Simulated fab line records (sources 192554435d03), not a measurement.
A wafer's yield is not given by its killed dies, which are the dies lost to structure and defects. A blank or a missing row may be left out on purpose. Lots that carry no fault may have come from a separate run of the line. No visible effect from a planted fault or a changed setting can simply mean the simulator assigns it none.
What tool caused it? ; flow n5Finfet ; 30 wafers from 10 lots sampled at 5 of the route's 1938 steps

## WHAT THE GAUGES SHOWED, per wafer
N5_PMOS_HMC_CHANNEL_EPI_INSPECT_30: inspects for defects (darkfield). Usual: 17 for rawDefectCount, sd 6.5.
lot;measured;on;rawDefectCount;flag
L463;day 1 21:03;defectInspect-01;10 19 11;
L467;day 2 20:38;defectInspect-02;27 10 16;
L470;day 3 14:53;defectInspect-01;26 15 22;
L471;day 3 20:57;defectInspect-01;37 16 19;
L473;day 4 08:19;defectInspect-02;25 21 21;
L479;day 5 20:38;defectInspect-02;12 12 10;
L482;day 6 15:41;defectInspect-02;16 8 21;
L483;day 6 20:43;defectInspect-02;16 8 14;
L485;day 7 09:11;defectInspect-01;16 13 26;
L486;day 7 14:39;defectInspect-01;12 5 16;

N5_FIN_SAQP_THK_MEAS_07. Usual: 60.1 nm for thkNm, sd 0.91.
lot;measured;on;thkNm (nm);flag
L463;day 1 21:54;filmMetro-02;60.2 60.4 61.7;
L467;day 2 21:28;filmMetro-01;58.9 60.2 61.5;
L470;day 3 17:15;filmMetro-01;59.8 61.6 61.5;
L471;day 3 21:47;filmMetro-01;60.0 60.3 60.0;
L473;day 4 09:15;filmMetro-01;59.8 60.1 60.3;
L479;day 5 21:28;filmMetro-02;58.4 59.8 59.4;
L482;day 6 16:57;filmMetro-01;60.6 60.4 60.8;
L483;day 6 21:40;filmMetro-01;59.3 58.8 59.1;
L485;day 7 10:02;filmMetro-01;60.7 61.8 62.3;
L486;day 7 15:40;filmMetro-02;60.0 59.6 60.3;

N5_BEOL_M4_RC_MEAS_101. Usual: CJ_P 5.78, standard deviation 0.14; DIBL_N 35.9 mV/V, standard deviation 1.6; DIBL_P 35.6 mV/V, standard deviation 2.1; IOFF_N 0.149 nA/um, standard deviation 0.029; IOFF_P 0.20 nA/um, standard deviation 0.033; ION_N 671 uA/um, standard deviation 11; ION_P 460 uA/um, standard deviation 7.3; SS_N 71.4 mV/dec, standard deviation 0.62; SS_P 73.2 mV/dec, standard deviation 0.65; VT_N 251 mV, standard deviation 3.1; VT_P -251 mV, standard deviation 3.4.
lot;measured;on;CJ_P;DIBL_N (mV/V);DIBL_P (mV/V);IOFF_N (nA/um);IOFF_P (nA/um);ION_N (uA/um);ION_P (uA/um);SS_N (mV/dec);SS_P (mV/dec);VT_N (mV);VT_P (mV);flag
L463;day 7 21:37;prober-02;5.87 5.66 5.82;35.4 34.5 34.0;33.8 34.4 34.4;0.133 0.124 0.116;0.15 0.15 0.16;662 656 655;445 451 453;70.8 70.5 69.8;72.5 72.7 72.6;251 254 254;-258 -256 -257;
L467;day 9 00:58;prober-02;5.56 5.85 5.80;34.9 32.3 33.7;35.5 33.0 34.1;0.133 0.114 0.122;0.19 0.16 0.18;665 669 667;451 456 464;71.9 70.5 70.7;72.9 73.0 72.4;252 254 252;-251 -253 -254;
L470;day 9 13:25;prober-02;4.29 4.37 4.36;38.3 35.9 35.0;38.1 35.2 34.1;0.182 0.149 0.126;0.27 0.23 0.20;680 675 663;469 473 462;72.3 71.2 70.9;73.1 72.7 73.0;247 250 252;-248 -245 -251;OFF
L471;day 9 17:02;prober-01;4.41 4.50 4.44;36.0 36.4 36.3;39.3 38.2 39.0;0.162 0.158 0.175;0.25 0.22 0.25;676 681 704;479 470 482;70.3 71.3 71.8;73.6 73.7 73.8;250 248 248;-247 -247 -245;OFF
L473;day 10 14:43;prober-01;5.69 5.91 5.76;36.8 38.7 37.9;37.4 39.8 38.5;0.169 0.216 0.199;0.20 0.25 0.23;676 690 692;460 467 472;71.2 72.4 71.8;72.9 74.5 74.5;247 246 245;-252 -249 -250;
L479;day 11 17:46;prober-02;5.77 5.89 5.88;36.0 37.8 35.8;33.6 36.3 34.2;0.126 0.148 0.125;0.16 0.20 0.17;662 673 663;457 454 459;71.7 71.1 71.1;72.8 73.7 73.1;252 251 254;-255 -251 -252;
L482;day 12 17:01;prober-02;5.55 5.75 5.59;35.2 34.2 35.3;34.6 32.9 34.5;0.132 0.123 0.137;0.20 0.18 0.19;664 653 656;459 455 454;71.1 71.3 71.7;73.1 72.2 72.8;252 254 253;-249 -251 -250;
L483;day 12 19:22;prober-01;5.81 5.78 6.02;35.7 33.7 36.3;34.9 32.6 35.9;0.132 0.110 0.150;0.20 0.17 0.21;672 651 664;465 454 453;72.0 70.9 71.7;73.4 72.2 73.2;254 254 252;-250 -249 -248;
L485;day 13 12:37;prober-02;5.83 5.97 5.98;36.8 38.7 39.1;35.2 38.1 38.4;0.157 0.199 0.213;0.21 0.26 0.27;681 683 697;468 467 475;70.7 71.9 72.5;73.0 73.8 74.2;253 245 244;-250 -244 -248;
L486;day 13 15:45;prober-02;6.01 6.06 5.78;34.6 34.9 35.7;34.7 33.6 34.8;0.133 0.135 0.154;0.19 0.16 0.19;665 679 681;458 461 459;71.8 71.3 71.5;72.8 72.4 73.6;251 252 250;-251 -253 -249;

## WHAT TOOL EACH LOT RAN ON (gives the tool, then ch and the chambers of the sampled wafers, and finally the start)
lot;N5_ZERO_LAYER_ETCH_18;N5_WELL_APT_IMPLANT_15
L463;rieSi-02 ch 0,3, day 1 12:56;implanter-02 ch 0, day 1 14:33
L467;rieSi-04 ch 0,1,2, day 2 12:55;implanter-02 ch 0, day 2 14:12
L470;rieSi-02 ch 1,2,3, day 3 07:13;implanter-02 ch 0, day 3 08:24
L471;rieSi-04 ch 0,1,2, day 3 13:02;implanter-02 ch 0, day 3 14:49
L473;rieSi-04 ch 1,2,3, day 4 00:51;implanter-01 ch 0, day 4 02:11
L479;rieSi-04 ch 0,1,3, day 5 12:55;implanter-01 ch 0, day 5 14:11
L482;rieSi-01 ch 1,3, day 6 06:47;implanter-01 ch 0, day 6 08:05
L483;rieSi-04 ch 1,2,3, day 6 12:47;implanter-02 ch 0, day 6 14:08
L485;rieSi-04 ch 1,3, day 7 00:53;implanter-02 ch 0, day 7 02:11
L486;rieSi-01 ch 2,3, day 7 06:48;implanter-01 ch 0, day 7 07:56
- N5_ZERO_LAYER_ETCH_18: etches Si in HBr/Cl2, target depth 120 nm, time 40 s.
- N5_WELL_APT_IMPLANT_15

## WHAT THE TOOLS THEMSELVES READ (means of the sampled wafers that have a number; where no wafer has one, the mark that the record gives instead)
N5_ZERO_LAYER_ETCH_18. Usual: drypumpMotorCurrentA 5.8 A, standard deviation 0.54; oesProductAu 0.997 a.u., standard deviation 0.015; throttleValvePct 36.4 %, standard deviation 0.3.
lot;tool;drypumpMotorCurrentA (A);oesProductAu (a.u.);throttleValvePct (%);flag
L463;rieSi-02;5.3;1.003;36.6;
L467;rieSi-04;5.9;1.010;36.3;
L470;rieSi-02;6.0;1.007;36.4;
L471;rieSi-04;5.9;1.001;36.3;
L473;rieSi-04;5.4;1.005;36.4;
L479;rieSi-04;5.9;0.998;36.3;
L482;rieSi-01;6.1;0.980;36.9;
L483;rieSi-04;5.5;1.004;36.4;
L485;rieSi-04;5.7;0.990;36.6;
L486;rieSi-01;5.6;0.986;36.5;

N5_WELL_APT_IMPLANT_15. Usual: doseIonsCm2 1.5002e+13, standard deviation 1.6e+10; faradayCurrentUA 190, standard deviation 3.8.
lot;tool;doseIonsCm2;faradayCurrentUA;flag
L463;implanter-02;1.4990e+13;192;
L467;implanter-02;1.5010e+13;191;
L470;implanter-02;9.0287e+12;116;OFF
L471;implanter-02;9.0567e+12;113;OFF
L473;implanter-01;1.5016e+13;193;
L479;implanter-01;1.5014e+13;187;
L482;implanter-01;1.4996e+13;190;
L483;implanter-02;1.4998e+13;190;
L485;implanter-02;1.4997e+13;186;
L486;implanter-01;1.5011e+13;195;

## THE ANSWER, worked out from the rows above alone
Rule: a lot counts as off when the mean over its wafers that have a number is more than 3 standard deviations away from the usual mean. Also off: a lot with no number at a reading for which 4 or more lots have one. All remaining lots with rows at the step are treated as sound. First the gauges in route order, then the tools' own readings, where a lot's mean is used as printed above. The first step at which some lot is off is used, and at that step the reading that is off furthest; a lot without a number counts as furthest.
Off: at N5_BEOL_M4_RC_MEAS_101 (CJ_P), L470, L471.
If a tool, at a process step before that reading, ran all the lots that are off and no sound lot after the first of them, it fits. The gauges at N5_BEOL_M4_RC_MEAS_101 aren't tried: what is off there is off at N5_WELL_APT_IMPLANT_15 too, on other tools, and a gauge's error can't cause that. Not one of the candidates tried fits.

## WHAT THE SIMULATOR PUT IN
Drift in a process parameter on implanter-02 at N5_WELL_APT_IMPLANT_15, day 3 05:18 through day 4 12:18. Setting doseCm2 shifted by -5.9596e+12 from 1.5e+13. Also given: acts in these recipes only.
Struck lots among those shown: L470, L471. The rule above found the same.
